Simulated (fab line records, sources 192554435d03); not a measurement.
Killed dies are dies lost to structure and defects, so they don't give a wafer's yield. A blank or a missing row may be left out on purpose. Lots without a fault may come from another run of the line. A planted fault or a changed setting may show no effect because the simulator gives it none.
fab line records | flow n5_finfet
record lots=7 wafers=39
route steps=1938 shown FIN_SAQP@96 FIN_CUT@169 DUMMY_GATE@228
start_h: hours from the record's first day to the start of the lot's first wafer shown | wait_h: hours since the lot's step before | " the same as in the row above | L1.1+2: a row that stands for several wafers | - no value, or no start given | * or withheld: withheld | < > ~ a bound
route shown NAME@n: a module of which the file shows steps, and the number in the route of the first | usual: mean/standard deviation of fault-free wafers | same: alike in all rows | chamber/n: place in a boat | sites: the reading at each site | _std_site: their standard deviation | _edge_site: outer sites' mean less inner sites' | radius_mm: how far each site lies from the wafer's centre | mask NAME#n: copy n | behind: the tool/chamber that last shaped the wafer | hold: why the lot was held/for how many hours/how that ended | device: the transistor (n, p or np) that didn't switch | end of line: the same wafers' tests at the end of the route | a step without rows: its recipe alone | killed: dies lost to structure and defects at the first sort, not the wafer's yield | map: a wafer's dies, x killed, . not, _ none there
set.NAME: the setting as run; set.NAME@STEP: as run at that earlier step | model.NAME: the simulator's own value behind a step, which no gauge read
lots whose settings were changed on purpose; a table a step, a row a wafer
## steps
# step N5_FIN_SAQP_HM_DEP_03
# recipe material=SiNx target_thk_a=380 temp_c=400 precursor=SiH4/NH3/N2 pressure_torr=1.5 rf_w=300 time_s=33.6
# columns lot.wafer tool chamber start_h wait_h set.time_s model.SiNx_of_FIN_SAQP_HM_DEP_03.thk_nm
L074.2 pecvd-02 2 20.91 0.2 33.6 37.23
L074.4 " 1 " " 33.6 38.09
L074.5 " 0 " " 33.6 38.84
L076.1 pecvd-03 1 32.69 0.2 36.9 41.54
L076.2 " 0 " " 33.6 38.17
L076.3 " 2 " " 36.9 41.21
L076.4 " 2 " " 33.6 37.56
L076.5 " 0 " " 33.6 39.04
L076.6 " 1 " " 36.9 42.49
L078.1 pecvd-02 0 44.79 0.3 36.64 41.25
L078.2 " 1 " " 33.6 37.55
L078.3 " 0 " " 36.64 42.55
L078.4 " 1 " " 36.64 41.44
L078.5 " 1 " " 33.6 38.17
L078.6 " 0 " " 33.6 39.05
L088.1 pecvd-01 0 104.71 0.2 35.48 40.26
L088.2 " 1 " " 33.6 38.05
L088.3 " 2 " " 33.6 38.63
L088.4 " 1 " " 33.6 39.62
L088.5 " 0 " " 35.48 40.67
L088.6 " 2 " " 35.48 40.93
L090.1 pecvd-03 0 116.80 0.2 33.6 37.73
L090.2 " 2 " " 33.6 37.06
L090.3 " 1 " " 33.6 37.52
L090.4 " 1 " " 33.6 38.21
L090.5 " 0 " " 33.6 38.62
L090.6 " 2 " " 33.6 37.56
L093.1 pecvd-03 2 136.91 0.2 37.63 41.4
L093.2 " 1 " " 37.63 43
L093.3 " 0 " " 33.6 37.99
L093.4 " 2 " " 33.6 37.81
L093.5 " 1 " " 37.63 43.57
L093.6 " 0 " " 33.6 38.65
L095.1 pecvd-01 0 147.95 0.2 33.6 37.37
L095.2 " 1 " " 33.6 37.98
L095.3 " 2 " " 33.6 37.77
L095.4 " 2 " " 33.6 38.43
L095.5 " 0 " " 33.6 37.71
L095.6 " 1 " " 33.6 38.21
# step N5_FIN_SAQP_THK_MEAS_05
# usual thk_nm=38.0/0.66
# columns lot.wafer tool chamber start_h wait_h set.time_s@FIN_SAQP_HM_DEP_03 thk_nm
L074.2 film_metro-01 - 21.00 0.1 33.6 37.2
L074.4 " - " " 33.6 38.1
L074.5 " - " " 33.6 38.8
L076.1 film_metro-01 - 32.77 0.1 36.9 41.6
L076.2 " - " " 33.6 38.2
L076.3 " - " " 36.9 41.2
L076.4 " - " " 33.6 37.6
L076.5 " - " " 33.6 39.0
L076.6 " - " " 36.9 42.5
L078.1 film_metro-01 - 44.91 0.1 36.64 41.2
L078.2 " - " " 33.6 37.6
L078.3 " - " " 36.64 42.6
L078.4 " - " " 36.64 41.4
L078.5 " - " " 33.6 38.1
L078.6 " - " " 33.6 39.1
L088.1 film_metro-02 - 104.79 0.1 35.48 40.3
L088.2 " - " " 33.6 38.0
L088.3 " - " " 33.6 38.6
L088.4 " - " " 33.6 39.7
L088.5 " - " " 35.48 40.7
L088.6 " - " " 35.48 41.0
L090.1 film_metro-02 - 116.89 0.1 33.6 37.7
L090.2 " - " " 33.6 37.0
L090.3 " - " " 33.6 37.5
L090.4 " - " " 33.6 38.2
L090.5 " - " " 33.6 38.6
L090.6 " - " " 33.6 37.5
L093.1 film_metro-01 - 137.00 0.1 37.63 41.4
L093.2 " - " " 37.63 42.9
L093.3 " - " " 33.6 38.0
L093.4 " - " " 33.6 37.8
L093.5 " - " " 37.63 43.6
L093.6 " - " " 33.6 38.6
L095.1 film_metro-02 - 148.03 0.1 33.6 37.4
L095.2 " - " " 33.6 37.9
L095.3 " - " " 33.6 37.8
L095.4 " - " " 33.6 38.4
L095.5 " - " " 33.6 37.7
L095.6 " - " " 33.6 38.2
# step N5_FIN_SAQP_PECVD_47
# recipe material=a-Si target_thk_a=450 temp_c=400 precursor=SiH4/He pressure_torr=3 rf_w=100 time_s=36.3
# step N5_FIN_SAQP_PECVD_48
# recipe material=SiNx target_thk_a=250 temp_c=400 precursor=SiH4/NH3/N2 pressure_torr=1.5 rf_w=300 time_s=22.1
# step N5_FIN_SAQP_MANDREL2_REMOVE_60
# recipe chemistry=HBr/Cl2/O2 bt_time_s=10 target=a-Si stop_on=SiNx endpoint=OES-SiCl over_etch_frac=1 icp_w=600 bias_w=22 HBr_flow_sccm=150 Cl2_flow_sccm=80 O2_flow_sccm=5 pressure_mtorr=10
# step N5_FIN_SAQP_HM_OPEN_33
# recipe chemistry=CH3F/O2 target=SiNx mask_material=SiO2 target_depth_a=494 time_s=70.6 pressure_mtorr=30 source_w=395 bias_w=73 Ar_flow_sccm=150 CH3F_flow_sccm=30 O2_flow_sccm=20 ion_energy_ev=120 ends=cleared
# columns lot.wafer tool chamber start_h wait_h set.time_s@FIN_SAQP_HM_DEP_03 model.etch.depth_nm
L074.2 rie_diel-06 0 25.88 0.1 33.6 36.58
L074.4 " 1 " " 33.6 37.46
L074.5 " 0 " " 33.6 38.21
L076.1 rie_diel-01 0 37.49 0.0 36.9 40.91
L076.2 " 3 " " 33.6 37.54
L076.3 " 1 " " 36.9 40.54
L076.4 " 3 " " 33.6 36.86
L076.5 " 0 " " 33.6 38.35
L076.6 " 1 " " 36.9 41.87
L078.1 rie_diel-06 0 50.34 0.0 36.64 40.62
L078.2 " 2 " " 33.6 36.91
L078.3 " 1 " " 36.64 41.93
L078.4 " 2 " " 36.64 40.81
L078.5 " 1 " " 33.6 37.54
L078.6 " 0 " " 33.6 38.43
L088.1 rie_diel-01 0 110.33 0.0 35.48 39.64
L088.2 " 1 " " 33.6 37.42
L088.3 " 2 " " 33.6 37.98
L088.4 " 3 " " 33.6 38.99
L088.5 " 2 " " 35.48 40.04
L088.6 " 1 " " 35.48 40.29
L090.1 rie_diel-01 2 121.48 0.1 33.6 37.1
L090.2 " 1 " " 33.6 36.43
L090.3 " 3 " " 33.6 36.89
L090.4 " 0 " " 33.6 37.57
L090.5 " 3 " " 33.6 37.99
L090.6 " 2 " " 33.6 36.94
L093.1 rie_diel-04 1 141.49 0.0 37.63 40.71
L093.2 " 3 " " 37.63 42.32
L093.3 " 0 " " 33.6 37.36
L093.4 " 2 " " 33.6 37.18
L093.5 " 0 " " 37.63 42.88
L093.6 " 1 " " 33.6 38.02
L095.1 rie_diel-01 2 153.18 0.0 33.6 36.56
L095.2 " 0 " " 33.6 37.35
L095.3 " 3 " " 33.6 37.12
L095.4 " 1 " " 33.6 37.8
L095.5 " 1 " " 33.6 36.9
L095.6 " 2 " " 33.6 37.58
# step N5_FIN_SAQP_ETCH_34
# recipe chemistry=C4F6/O2 target=SiO2 target_depth_a=450 time_s=15 ion_energy_ev=250 pressure_mtorr=30 source_w=345 bias_w=185 Ar_flow_sccm=300 C4F6_flow_sccm=10 O2_flow_sccm=10 ends=cleared
# step N5_FIN_SAQP_STRIP_77
# recipe chemistry=N2/H2 time_s=90 power_w=100 temp_c=40 pressure_mtorr=100 rf_frequency_hz=6e+07 bias_power_w=3 n2_flow_sccm=300 h2_flow_sccm=300
# step N5_FIN_SAQP_ETCH_64
# recipe chemistry=CF4 target=SiO2 target_depth_a=15 ion_energy_ev=350 pressure_mtorr=10 icp_w=800 bias_w=400 cf4_flow_sccm=80
# step N5_FIN_SAQP_FIN_ETCH_36
# recipe chemistry=HBr/Cl2/O2 target_depth_a=1200 mask_material=SiNx time_s=50.4 bias_w=102 pressure_mtorr=10 icp_w=800 HBr_flow_sccm=150 Cl2_flow_sccm=80 O2_flow_sccm=12
# columns lot.wafer tool chamber start_h wait_h set.time_s@FIN_SAQP_HM_DEP_03 model.SiNx_of_FIN_SAQP_HM_DEP_03.thk_nm
L074.2 rie_si-03 0 26.16 0.0 33.6 20
L074.4 " 1 " " 33.6 21.4
L074.5 " 3 " " 33.6 22.2
L076.1 rie_si-01 1 37.78 0.0 36.9 25
L076.2 " 0 " " 33.6 21.6
L076.3 " 3 " " 36.9 24.4
L076.4 " 2 " " 33.6 21.4
L076.5 " 0 " " 33.6 22.2
L076.6 " 1 " " 36.9 26
L078.1 rie_si-01 2 50.63 0.0 36.64 25
L078.2 " 1 " " 33.6 21
L078.3 " 0 " " 36.64 26
L078.4 " 3 " " 36.64 24.6
L078.5 " 1 " " 33.6 21.8
L078.6 " 0 " " 33.6 22.4
L088.1 rie_si-03 1 110.62 0.0 35.48 23.2
L088.2 " 0 " " 33.6 20.8
L088.3 " 3 " " 33.6 21.8
L088.4 " 2 " " 33.6 23
L088.5 " 1 " " 35.48 23.8
L088.6 " 0 " " 35.48 23.6
L090.1 rie_si-02 1 121.76 0.0 33.6 21.6
L090.2 " 0 " " 33.6 19.6
L090.3 " 2 " " 33.6 20.2
L090.4 " 3 " " 33.6 21.2
L090.5 " 1 " " 33.6 22.6
L090.6 " 2 " " 33.6 20.4
L093.1 rie_si-01 3 141.78 0.0 37.63 24.6
L093.2 " 1 " " 37.63 26.4
L093.3 " 0 " " 33.6 21.2
L093.4 " 2 " " 33.6 21.8
L093.5 " 2 " " 37.63 27.4
L093.6 " 1 " " 33.6 22
L095.1 rie_si-02 2 153.47 0.0 33.6 20
L095.2 " 0 " " 33.6 20.6
L095.3 " 1 " " 33.6 21.6
L095.4 " 3 " " 33.6 21.4
L095.5+6 " 1,2 " " 33.6 21.2
# step N5_FIN_CUT_ETCH_21
# recipe chemistry=N2/H2 target=SOC target_depth_a=2190 overetch_a=438 mask_material=SiARC temp_c=40 ion_energy_ev=100 bias_w=61 time_s=523.5 pressure_mtorr=30 source_w=850 n2_flow_sccm=200 h2_flow_sccm=200
# usual rf_vpp_V=241.0/1.2
# columns lot.wafer tool chamber start_h wait_h set.bias_w rf_vpp_V
L074.2 rie_diel-05 1 27.06 0.0 61 243.1
L074.4 " 2 " " 61 241.1
L074.5 " 1 " " 61 243.2
L076.1 rie_diel-03 3 38.55 0.0 61 241.8
L076.2 " 1 " " 61 240.5
L076.3 " 0 " " 65.77 251.7
L076.4 " 2 " " 65.77 252.0
L076.5 " 3 " " 65.77 253.7
L076.6 " 2 " " 61 241.0
L078.1 rie_diel-05 3 51.40 0.0 57.46 234.4
L078.2 " 2 " " 57.46 231.2
L078.3 " 1 " " 61 241.5
L078.4 " 0 " " 61 240.1
L078.5 " 1 " " 61 241.1
L078.6 " 2 " " 57.46 230.4
L088.1 rie_diel-03 0 111.91 0.0 67.02 255.7
L088.2 " 2 " " 61 241.9
L088.3 " 3 " " 67.02 256.4
L088.4 " 1 " " 61 241.0
L088.5 " 3 " " 67.02 257.4
L088.6 " 0 " " 61 238.4
L090.1 rie_diel-03 0 122.66 0.0 51.41 215.1
L090.2 " 2 " " 51.41 218.1
L090.3 " 3 " " 51.41 215.9
L090.4 " 1 " " 61 240.2
L090.5 " 3 " " 61 242.1
L090.6 " 2 " " 61 240.3
L093.1 rie_diel-02 2 142.68 0.0 69.34 259.8
L093.2 " 3 " " 69.34 261.6
L093.3 " 1 " " 69.34 261.8
L093.4 " 0 " " 61 241.6
L093.5 " 1 " " 61 240.4
L093.6 " 2 " " 61 240.2
L095.1 rie_diel-03 1 154.40 0.0 61 240.0
L095.2 " 3 " " 51.75 217.0
L095.3 " 0 " " 61 239.5
L095.4 " 3 " " 61 242.9
L095.5 " 1 " " 51.75 216.9
L095.6 " 0 " " 51.75 216.5
# step N5_DUMMY_GATE_EXPOSE_12
# recipe mask_id=GATE na=0.33 source_shape=annular sigma_inner=0.2 sigma_outer=0.6 polarization=unpolarized target_cd_nm=25 dose_mj=34
# columns lot.wafer tool chamber start_h wait_h mask set.dose_mj
L074.2+4+5 euv_scanner-02 0 45.06 - GATE#0 34
L076.1+5+6 euv_scanner-02 0 57.18 - GATE#0 35.56
L076.2+3+4 " 0 " " GATE#0 34
L078.1+3+5 euv_scanner-01 0 71.44 - GATE#0 34
L078.2+4+6 " 0 " " GATE#0 31.62
L088.1+3+4 euv_scanner-02 0 130.16 - GATE#0 35.7
L088.2+5+6 " 0 " " GATE#0 34
L090.1+4+5 euv_scanner-01 0 141.69 - GATE#0 34
L090.2+3+6 " 0 " " GATE#0 35.72
L093.1+3+5 euv_scanner-02 0 163.41 - GATE#0 34
L093.2+4+6 " 0 " " GATE#0 31.54
L095.1+2+3 euv_scanner-02 0 177.81 - GATE#0 34
L095.4+5+6 " 0 " " GATE#0 35.9
# step N5_DUMMY_GATE_PEB_13
# recipe peb_temp_c=100 peb_time_s=60 resist=CAR-EUV
# step N5_DUMMY_GATE_DEVELOP_14
# recipe develop_time_s=30 developer=TMAH resist=CAR-EUV rinse_liquid=surfactant_rinse dry=air_spin dev_temp_c=23
# step N5_DUMMY_GATE_CD_MEAS_15
# recipe target_cd_nm=25.8 landing_energy_ev=500 detector=se_inlens
# usual cd_nm=25.09/0.3
# columns lot.wafer tool chamber start_h wait_h set.dose_mj@DUMMY_GATE_EXPOSE_12 cd_nm
L074.2 cd_sem-03 0 45.18 - 34 24.84
L074.4 " 0 " " 34 25.13
L074.5 " 0 " " 34 25.07
L076.1 cd_sem-02 0 57.30 - 35.56 24.01
L076.2 " 0 " " 34 25.27
L076.3 " 0 " " 34 25.36
L076.4 " 0 " " 34 25.06
L076.5 " 0 " " 35.56 24.24
L076.6 " 0 " " 35.56 24.28
L078.1 cd_sem-02 0 71.57 - 34 25.32
L078.2 " 0 " " 31.62 26.70
L078.3 " 0 " " 34 25.60
L078.4 " 0 " " 31.62 26.68
L078.5 " 0 " " 34 25.38
L078.6 " 0 " " 31.62 26.41
L088.1 cd_sem-02 0 130.29 - 35.7 24.17
L088.2 " 0 " " 34 25.32
L088.3 " 0 " " 35.7 24.23
L088.4 " 0 " " 35.7 24.35
L088.5 " 0 " " 34 25.41
L088.6 " 0 " " 34 25.27
L090.1 cd_sem-03 0 141.82 - 34 24.62
L090.2 " 0 " " 35.72 24.38
L090.3 " 0 " " 35.72 23.82
L090.4 " 0 " " 34 24.55
L090.5 " 0 " " 34 24.96
L090.6 " 0 " " 35.72 24.02
L093.1 cd_sem-03 0 163.54 - 34 25.25
L093.2 " 0 " " 31.54 26.61
L093.3 " 0 " " 34 25.55
L093.4 " 0 " " 31.54 26.55
L093.5 " 0 " " 34 24.71
L093.6 " 0 " " 31.54 26.56
L095.1 cd_sem-02 0 177.94 - 34 24.86
L095.2 " 0 " " 34 24.82
L095.3 " 0 " " 34 25.20
L095.4 " 0 " " 35.9 24.07
L095.5 " 0 " " 35.9 23.78
L095.6 " 0 " " 35.9 24.10
# step N5_DUMMY_GATE_ETCH_32
# recipe chemistry=CF4 target=SiO2 target_depth_a=35 time_s=3.9 ion_energy_ev=350 pressure_mtorr=10 icp_w=800 bias_w=400 cf4_flow_sccm=80
# step N5_DUMMY_GATE_ETCH_23
# recipe chemistry=HBr/Cl2/O2 HBr_flow_sccm=150 Cl2_flow_sccm=80 O2_flow_sccm=12 bias_w=102 target_depth_a=410 time_s=22.3 target=poly-Si mask_material=SiO2 pressure_mtorr=10 icp_w=800
# step N5_DUMMY_GATE_ETCH_44
# recipe chemistry=HBr/O2 over_etch_frac=0.7 target_depth_a=1275 stop_on=SiO2 ion_energy_ev=60 bias_w=20 target=poly-Si mask_material=SiO2 pressure_mtorr=20 icp_w=400 HBr_flow_sccm=120 O2_flow_sccm=10
# columns lot.wafer tool chamber start_h wait_h set.dose_mj@DUMMY_GATE_EXPOSE_12 model.DUMMY_GATE.cd_nm
L074.2 rie_si-04 2 46.17 0.0 34 14.4
L074.4 " 1 " " 34 13.6
L074.5 " 2 " " 34 14
L076.1+5+6 rie_si-04 2,1,0 58.36 0.0 35.56 14.2
L076.2 " 1 " " 34 15.2
L076.3 " 3 " " 34 14.2
L076.4 " 0 " " 34 15
L078.1 rie_si-06 2 72.46 0.0 34 16.2
L078.2+6 " 0,1 " " 31.62 16.8
L078.3 " 1 " " 34 15.4
L078.4 " 3 " " 31.62 16.6
L078.5 " 2 " " 34 15.8
L088.1 rie_si-06 3 131.29 0.0 35.7 14.6
L088.2 " 1 " " 34 15
L088.3+4 " 2,0 " " 35.7 14
L088.5+6 " 3,0 " " 34 14.8
L090.1+4 rie_si-05 1,3 142.71 0.0 34 15
L090.2 " 2 " " 35.72 14.4
L090.3 " 0 " " 35.72 13.4
L090.5 " 2 " " 34 14.8
L090.6 " 3 " " 35.72 14
L093.1 rie_si-04 2 164.67 0.0 34 15.2
L093.2 " 3 " " 31.54 16.4
L093.3 " 1 " " 34 14.8
L093.4 " 0 " " 31.54 16.6
L093.5 " 0 " " 34 14.6
L093.6 " 1 " " 31.54 16.8
L095.1 rie_si-06 2 178.83 0.0 34 15.2
L095.2 " 0 " " 34 14.8
L095.3 " 3 " " 34 14.6
L095.4 " 1 " " 35.9 13.2
L095.5 " 2 " " 35.9 14
L095.6 " 1 " " 35.9 13
# step N5_DUMMY_GATE_ETCH_42
# recipe chemistry=CHF3/O2 target=SiO2 target_depth_a=35 time_s=31 ion_energy_ev=30 bias_w=12 pressure_mtorr=30 source_w=600 Ar_flow_sccm=200 CHF3_flow_sccm=50 O2_flow_sccm=5
# columns lot.wafer tool chamber start_h wait_h set.dose_mj@DUMMY_GATE_EXPOSE_12 model.DUMMY_GATE.cd_nm
L074.2 rie_diel-02 1 46.41 0.1 34 14.4
L074.4 " 3 " " 34 13.8
L074.5 " 0 " " 34 14
L076.1+5 rie_diel-03 3 58.54 0.1 35.56 14.2
L076.2 " 2 " " 34 15.4
L076.3 " 1 " " 34 14.2
L076.4 " 0 " " 34 15
L076.6 " 2 " " 35.56 14.4
L078.1 rie_diel-05 2 72.94 0.4 34 16
L078.2+4+6 " 1,0,2 " " 31.62 16.8
L078.3 " 3 " " 34 15.2
L078.5 " 1 " " 34 15.8
L088.1 rie_diel-03 3 131.45 0.0 35.7 14.6
L088.2+6 " 2 " " 34 15
L088.3+4 " 1 " " 35.7 13.8
L088.5 " 3 " " 34 14.6
L090.1 rie_diel-05 3 142.87 0.0 34 15
L090.2 " 2 " " 35.72 14.4
L090.3 " 1 " " 35.72 13.2
L090.4 " 0 " " 34 15.2
L090.5 " 2 " " 34 14.8
L090.6 " 3 " " 35.72 13.8
L093.1 rie_diel-02 3 164.85 0.1 34 15.2
L093.2 " 1 " " 31.54 16.2
L093.3+5 " 0,2 " " 34 14.6
L093.4+6 " 2,1 " " 31.54 16.6
L095.1+2 rie_diel-05 3,0 178.99 0.0 34 15
L095.3 " 1 " " 34 14.6
L095.4 " 2 " " 35.9 13.4
L095.5 " 2 " " 35.9 14
L095.6 " 1 " " 35.9 12.8
## key
split step=N5_FIN_SAQP_HM_DEP_03 setting=time_s stated=33.6 by=wafer
response step=N5_FIN_SAQP_HM_DEP_03 reading=model.SiNx_of_FIN_SAQP_HM_DEP_03.thk_nm change=+0.369 per=1% r=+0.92
response step=N5_FIN_SAQP_THK_MEAS_05 reading=thk_nm change=* per=1% r=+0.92
response step=N5_FIN_SAQP_HM_OPEN_33 reading=model.etch.depth_nm change=+0.368 per=1% r=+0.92
response step=N5_FIN_SAQP_FIN_ETCH_36 reading=model.SiNx_of_FIN_SAQP_HM_DEP_03.thk_nm change=+0.361 per=1% r=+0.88
split step=N5_FIN_CUT_ETCH_21 setting=bias_w stated=61 by=wafer
response step=N5_FIN_CUT_ETCH_21 reading=rf_vpp_V change=+1.55 per=1% r=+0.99
split step=N5_DUMMY_GATE_EXPOSE_12 setting=dose_mj stated=34 by=wafer
response step=N5_DUMMY_GATE_CD_MEAS_15 reading=cd_nm change=-0.182 per=1% r=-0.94
response step=N5_DUMMY_GATE_ETCH_44 reading=model.DUMMY_GATE.cd_nm change=-0.188 per=1% r=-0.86
response step=N5_DUMMY_GATE_ETCH_42 reading=model.DUMMY_GATE.cd_nm change=-0.201 per=1% r=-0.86
